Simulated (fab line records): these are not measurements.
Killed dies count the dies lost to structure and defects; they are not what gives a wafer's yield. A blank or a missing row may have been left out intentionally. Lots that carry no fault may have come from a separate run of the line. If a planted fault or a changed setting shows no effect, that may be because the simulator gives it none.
Matching of chambers | flow nand harc | pecvd-02 running NHARC_P_M2_DEP_33: 3 sister chambers
The step deposits SiCN, target thk 30 nm. 30 wafers are shown with their chamber, then 12 later ones without.

== WAFERS WITH THEIR CHAMBER ==
wafer  | chamber | heater power w (W) | heater power outer w (W)
L075.1 | 0       | 656                | 404
L075.2 | 2       | 450                | 281
L075.4 | 2       | 442                | 285
L076.3 | 1       | 620                | 327
L076.5 | 1       | 607                | 324
L076.6 | 0       | 611                | 351
L077.1 | 1       | 750                | 425
L077.2 | 0       | 580                | 339
L077.3 | 2       | 453                | 288
L078.1 | 1       | 678                | 380
L078.4 | 1       | 690                | 368
L078.5 | 2       | 423                | 265
L079.4 | 0       | 657                | 385
L079.5 | 1       | 723                | 399
L079.6 | 2       | 452                | 279
L081.2 | 1       | 650                | 333
L081.3 | 0       | 656                | 381
L081.6 | 1       | 651                | 338
L082.2 | 0       | 650                | 380
L082.5 | 0       | 638                | 379
L082.6 | 2       | 472                | 294
L085.2 | 0       | 758                | 440
L085.3 | 2       | 434                | 257
L085.4 | 2       | 437                | 256
L087.2 | 2       | 459                | 277
L087.3 | 1       | 755                | 413
L087.4 | 1       | 764                | 406
L090.2 | 2       | 425                | 252
L090.3 | 1       | 734                | 407
L090.6 | 2       | 432                | 258

SIGNATURES (averages over the wafers above)
reading              | chamber 0 | chamber 1 | chamber 2 | scatter within a chamber
heater power w       | 650.75    | 692.91    | 443.55    | 43.9
heater power outer w | 382.38    | 374.55    | 272.00    | 29.5
Rule: for a wafer and a chamber, the distance is found by dividing, reading by reading, the gap between the wafer's reading and the chamber's mean by the reading's scatter, squaring, summing and taking the root. If the next closest chamber is less than 2 further off than the closest, the wafer can't be placed; otherwise it belongs to the closest. The scatter: take each reading less its chamber's mean, square it, sum over the shown wafers, divide by the number of wafers less the number of chambers, and take the root.

== WAFERS WITH NO CHAMBER GIVEN ==
wafer  | heater power w (W) | heater power outer w (W)
L093.1 | 482                | 300
L093.3 | 762                | 410
L093.5 | 487                | 305
L094.3 | 699                | 386
L094.4 | 456                | 281
L094.5 | 717                | 417
L095.1 | 471                | 295
L095.4 | 737                | 404
L095.5 | 689                | 394
L097.1 | 740                | 387
L097.4 | 718                | 417
L097.5 | 736                | 396

== WHICH CHAMBER EACH ONE RAN IN ==
wafer  | from the rows above     | in truth
L093.1 | 2                       | 2
L093.3 | can't be placed: 1 or 0 | 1
L093.5 | 2                       | 2
L094.3 | can't be placed: 1 or 0 | 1
L094.4 | 2                       | 2
L094.5 | can't be placed: 1 or 0 | 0
L095.1 | 2                       | 2
L095.4 | can't be placed: 1 or 0 | 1
L095.5 | can't be placed: 1 or 0 | 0
L097.1 | can't be placed: 1 or 0 | 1
L097.4 | can't be placed: 1 or 0 | 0
L097.5 | can't be placed: 1 or 0 | 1
4 of 12 placed correctly. Not placeable from these rows: 8 (in 8, the candidates include the true chamber). Wrongly placed: 0.
